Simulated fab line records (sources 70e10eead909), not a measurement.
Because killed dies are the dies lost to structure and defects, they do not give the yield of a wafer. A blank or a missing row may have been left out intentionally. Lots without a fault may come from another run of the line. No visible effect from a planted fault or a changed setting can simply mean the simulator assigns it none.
Matching of chambers || flow nandHarc || 4 sister chambers for NHARC_A_CHANNEL_FILL_D2_ALD_02 on aldHk-01
The step deposits SiO2, target thk 6 nm, pulse time 10 s, ald cycles 60. 18 wafers are shown with their chamber, then 9 later ones without.

EACH WAFER AND ITS CHAMBER
{"wafer": "L077.1", "chamber": 3, "heaterPowerW (W)": 398, "precursorPulseHeightRel": 1.013}
{"wafer": "L077.2", "chamber": 2, "heaterPowerW (W)": 427, "precursorPulseHeightRel": 1.010}
{"wafer": "L077.3", "chamber": 0, "heaterPowerW (W)": 394, "precursorPulseHeightRel": 1.004}
{"wafer": "L076.2", "chamber": 1, "heaterPowerW (W)": 475, "precursorPulseHeightRel": 0.975}
{"wafer": "L076.3", "chamber": 0, "heaterPowerW (W)": 397, "precursorPulseHeightRel": 1.017}
{"wafer": "L076.5", "chamber": 1, "heaterPowerW (W)": 483, "precursorPulseHeightRel": 1.026}
{"wafer": "L079.3", "chamber": 1, "heaterPowerW (W)": 476, "precursorPulseHeightRel": 1.036}
{"wafer": "L079.5", "chamber": 3, "heaterPowerW (W)": 389, "precursorPulseHeightRel": 0.994}
{"wafer": "L079.6", "chamber": 2, "heaterPowerW (W)": 421, "precursorPulseHeightRel": 1.003}
{"wafer": "L078.2", "chamber": 3, "heaterPowerW (W)": 393, "precursorPulseHeightRel": 0.994}
{"wafer": "L078.4", "chamber": 0, "heaterPowerW (W)": 400, "precursorPulseHeightRel": 1.005}
{"wafer": "L078.6", "chamber": 2, "heaterPowerW (W)": 428, "precursorPulseHeightRel": 1.005}
{"wafer": "L083.1", "chamber": 0, "heaterPowerW (W)": 400, "precursorPulseHeightRel": 0.959}
{"wafer": "L083.3", "chamber": 2, "heaterPowerW (W)": 427, "precursorPulseHeightRel": 1.023}
{"wafer": "L083.4", "chamber": 1, "heaterPowerW (W)": 469, "precursorPulseHeightRel": 1.009}
{"wafer": "L085.1", "chamber": 3, "heaterPowerW (W)": 403, "precursorPulseHeightRel": 0.978}
{"wafer": "L085.5", "chamber": 0, "heaterPowerW (W)": 398, "precursorPulseHeightRel": 0.990}
{"wafer": "L085.6", "chamber": 1, "heaterPowerW (W)": 472, "precursorPulseHeightRel": 0.993}

SIGNATURES (averages over the wafers above)
{"reading": "heaterPowerW", "chamber 0": 397.80, "chamber 1": 475.00, "chamber 2": 425.75, "chamber 3": 395.75, "scatter within a chamber": 4.44}
{"reading": "precursorPulseHeightRel", "chamber 0": 0.99500, "chamber 1": 1.00780, "chamber 2": 1.01025, "chamber 3": 0.99475, "scatter within a chamber": 0.0194}
Rule: a wafer's distance from a chamber is the root of the sum, over the readings, of the square of ((its reading less the chamber's mean) divided by the reading's scatter). The wafer belongs to the nearest chamber; if the next one is less than 2 further off, it can't be placed. The scatter: the root of (the sum of the squares of (reading less its chamber's mean) over the shown wafers, divided by (wafers less chambers)).

WAFERS WITH NO CHAMBER GIVEN
{"wafer": "L087.1", "heaterPowerW (W)": 426, "precursorPulseHeightRel": 0.985}
{"wafer": "L087.3", "heaterPowerW (W)": 392, "precursorPulseHeightRel": 0.975}
{"wafer": "L087.6", "heaterPowerW (W)": 436, "precursorPulseHeightRel": 1.005}
{"wafer": "L094.2", "heaterPowerW (W)": 501, "precursorPulseHeightRel": 1.006}
{"wafer": "L094.4", "heaterPowerW (W)": 436, "precursorPulseHeightRel": 0.993}
{"wafer": "L094.6", "heaterPowerW (W)": 489, "precursorPulseHeightRel": 0.991}
{"wafer": "L095.2", "heaterPowerW (W)": 380, "precursorPulseHeightRel": 1.014}
{"wafer": "L095.3", "heaterPowerW (W)": 427, "precursorPulseHeightRel": 0.979}
{"wafer": "L095.5", "heaterPowerW (W)": 445, "precursorPulseHeightRel": 0.984}

THE CHAMBER EACH PASSED THROUGH
{"wafer": "L087.1", "from the rows above": 2, "in truth": 2}
{"wafer": "L087.3", "from the rows above": "can't be placed: 3 or 0", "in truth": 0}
{"wafer": "L087.6", "from the rows above": 2, "in truth": 2}
{"wafer": "L094.2", "from the rows above": 1, "in truth": 1}
{"wafer": "L094.4", "from the rows above": 2, "in truth": 2}
{"wafer": "L094.6", "from the rows above": 1, "in truth": 1}
{"wafer": "L095.2", "from the rows above": "can't be placed: 3 or 0", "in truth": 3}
{"wafer": "L095.3", "from the rows above": 2, "in truth": 2}
{"wafer": "L095.5", "from the rows above": 2, "in truth": 2}
Correctly placed: 7 of 9. Unplaceable from these rows: 2, with the true chamber sitting among the candidates in 2. Number placed wrongly: 0.
